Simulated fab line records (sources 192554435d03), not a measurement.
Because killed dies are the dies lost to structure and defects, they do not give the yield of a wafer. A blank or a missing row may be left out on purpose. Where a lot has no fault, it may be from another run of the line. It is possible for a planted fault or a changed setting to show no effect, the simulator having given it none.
A lot that was struck, set against a sound lot | flow n5Finfet | 33 out of 1938 route steps
Sound: these wafers, L778.1, L778.4, L778.5. The struck wafers were L767.2, L767.3, L767.6. The cause comes at the end.
Each step with rows lists, per side, the tool, then ch with its chambers, then its first start. Under that, the readings that differ: sound wafers | struck wafers | difference of the means | sigmas: that difference in standard deviations of wafers without a fault.
alike: same words and numbers on both sides, and readings whose means sit less than 2 such deviations apart. not compared: any withheld reading, any reading some wafer has no value for, any bound like >300 that may hide the same value, and any number with overlapping values for which the record gives no deviation.
A row with sigmas, a row that says differs or no value, or rows on one side alone: a step with any of these is where the two part. Numbers that don't overlap but have no deviation are shown without sigmas and don't part them. A reading missing from all wafers of one side parts the sides only when that side holds two or more wafers.

N5_BEOL_M13_PRE_CLEAN_42: time 30 s.
  struck on pvdSputter-01, day 14 03:02; sound on pvdSputter-03, day 16 09:26
  alike: heaterPowerW, susceptorTempC
then, 4 steps without rows for these wafers: N5_BEOL_M13_SPUTTER_43 (material TaN, target thk 15 nm, time 24.19 s); N5_BEOL_M13_SPUTTER_44 (material Ta, target thk 10 nm, time 16.13 s); N5_BEOL_M13_SPUTTER_45 (material Cu, target thk 80 nm, time 13.33 s); N5_BEOL_M13_ECD_47 (material Cu, target thk 936 nm).
N5_BEOL_M13_ANNEAL_48: time 90 s.
  sound on rtpAnneal-02 ch 0, day 16 10:01; struck on rtpAnneal-01 ch 0, day 14 03:34
  alike: wafer_temp_C_max
N5_BEOL_M13_CMP_49: polishes, stops on SiOC, t overpolish 17.1 s, target thk 420 nm.
  sound on cmp-01 ch 0,1,3, day 16 10:23; struck on cmp-04 ch 1,2, day 14 03:52
  alike: barrierFieldEndpointS, clearingPlatenRpm, motorCurrentA, overpolishRunS, slurryFilterDpKPa
N5_BEOL_M13_THK_MEAS_50: measures by xrf.
  struck on filmMetro-01, day 14 04:07; sound on filmMetro-01, day 16 10:37
  alike: M13_THK
then, 1 step without rows for these wafers: N5_BEOL_M13_PRE_CLEAN_52 (time 15 s).
N5_BEOL_M13_DEP_53: deposits SiCN from 3MS/NH3, target thk 50 nm, time 17.8 s.
  sound on pecvd-01 ch 0,1,2, day 16 10:40; struck on pecvd-01 ch 0,1, day 14 04:11
  alike: chamberPressureTorr, rfFwdPowerW, showerheadPlenumPTorr, throttleValvePct
  not compared: sinceWetCleanH
N5_BEOL_M13_RS_MEAS_54: the measuring method here is four-point-probe.
  struck on filmMetro-01, day 14 04:14; sound on filmMetro-01, day 16 10:44
  alike: M13_RS
N5_BEOL_M13_INSPECT_55: inspects for defects (darkfield).
  struck on defectInspect-01, day 14 04:16; sound on defectInspect-01, day 16 10:46
  alike: rawDefectCount
N5_BEOL_M14_ILD_DEP_00: deposits SiO2 from TEOS/O2, target thk 1119.3 nm, time 237.4 s.
  sound on pecvd-03 ch 0,1,2, day 16 10:48; struck on pecvd-02 ch 0,1,2, day 14 04:19
  no value came back on the struck wafers for any of 6 readings (chamberPressureTorr (Torr), heaterPowerOuterW (W) and others); on the sound wafers chamberPressureTorr (Torr) reads 6.516 6.510 6.490
  not compared: sinceWetCleanH
then, 8 steps without rows for these wafers: N5_BEOL_M14_COAT_58 (time 60 s, resist thk 89 nm); N5_BEOL_M14_COAT_04 (resist thk 800 nm); N5_BEOL_M14_EBR_06; N5_BEOL_M14_SOFTBAKE_05 (time 60 s); N5_BEOL_M14_EXPOSE_07 (exposes mask V13); N5_BEOL_M14_PEB_08 (peb time 90 s); N5_BEOL_M14_DEVELOP_09 (develop time 45 s); N5_BEOL_M14_HARDBAKE_14 (time 120 s).
N5_BEOL_M14_CD_MEAS_10 targets a cd of 250 nm.
  sound on cdSem-01 ch 0, day 16 11:25; struck on cdSem-03 ch 0, day 14 04:48
  alike: cdNm
N5_BEOL_M14_OVL_MEAS_11:
  sound on overlay-02 ch 0, day 16 11:28; struck on overlay-01 ch 0, day 14 04:50
  alike: V13_OVL
N5_BEOL_M14_INSPECT_12: inspects for defects (macro).
  struck on defectInspect-02, day 14 04:52; sound on defectInspect-02, day 16 11:29
  alike: rawDefectCount
then, 2 steps without rows for these wafers: N5_BEOL_M14_DESCUM_15 (chemistry O2, time 7.9 s); N5_BEOL_M14_ETCH_59 (etches BARC in N2/H2, target depth 89 nm, overetch 26.7 nm, time 67.9 s).
N5_BEOL_M14_VIA_ETCH_16: etches SiO2 in C4F8/O2/Ar, target depth 1231.3 nm.
  sound on rieDiel-02 ch 0,2, day 16 11:36; struck on rieDiel-04 ch 0,3, day 14 04:59
reading                                   | sound           | struck          | difference | sigmas
oesProductAu (a.u.)                       | 0.76 0.64 0.75  | 0.25 0.27 0.27  | -0.45      | -7
showerheadPlenumPTorr (Torr)              | 3.49 3.52 3.49  | 3.25 3.29 3.29  | -0.22      | -2
model.etch.depthNm (nm)                   | 1096 1133 1100  | 0 0 0           | -1110      | 
model.coat_of_BEOL_M14_COAT_04.thkNm (nm) | 459.6 449 457.8 | 713.6 711.8 714 | +257.7     | 
  alike: O2_flow_sccm, biasW, chamberPressureMTorr, drypumpMotorCurrentA, heInnerTorr, mfcArSccm, rfVppV, throttleValvePct
N5_BEOL_M14_STRIP_63: strips in O2.
  sound on rieDiel-02 ch 0,2; struck on rieDiel-04 ch 0,3
reading                      | sound          | struck         | difference | sigmas
showerheadPlenumPTorr (Torr) | 2.15 2.15 2.15 | 1.98 2.00 2.00 | -0.16      | -3
  alike: chamberPressureMTorr, drypumpMotorCurrentA, oesProductAu, rfVppV, throttleValvePct
  not compared: rfHoursCounterH
then, 3 steps without rows for these wafers: N5_BEOL_M14_STRIP_64 (strips in O2); N5_BEOL_M14_STRIP_71 (strips in post etch residue remover, time 60 s); N5_BEOL_M14_SRD_72 (time 30 s, dry time 30 s).
N5_BEOL_M14_CD_MEAS_17 targets a cd of 250 nm.
  struck on cdSem-03, day 14 05:20; sound on cdSem-03, day 16 11:57
reading   | sound             | struck | difference                    | sigmas
cdNm (nm) | 252.9 248.8 248.9 | - - -  | no value on the struck wafers | 
then, 1 step without rows for these wafers: N5_BEOL_M14_COAT_65 (time 60 s, resist thk 450 nm).

## WHERE THEY PART
Last at N5_BEOL_M14_CD_MEAS_17 as far as this record goes, first at N5_BEOL_M14_ILD_DEP_00.

WHY: what had been put in by the simulator
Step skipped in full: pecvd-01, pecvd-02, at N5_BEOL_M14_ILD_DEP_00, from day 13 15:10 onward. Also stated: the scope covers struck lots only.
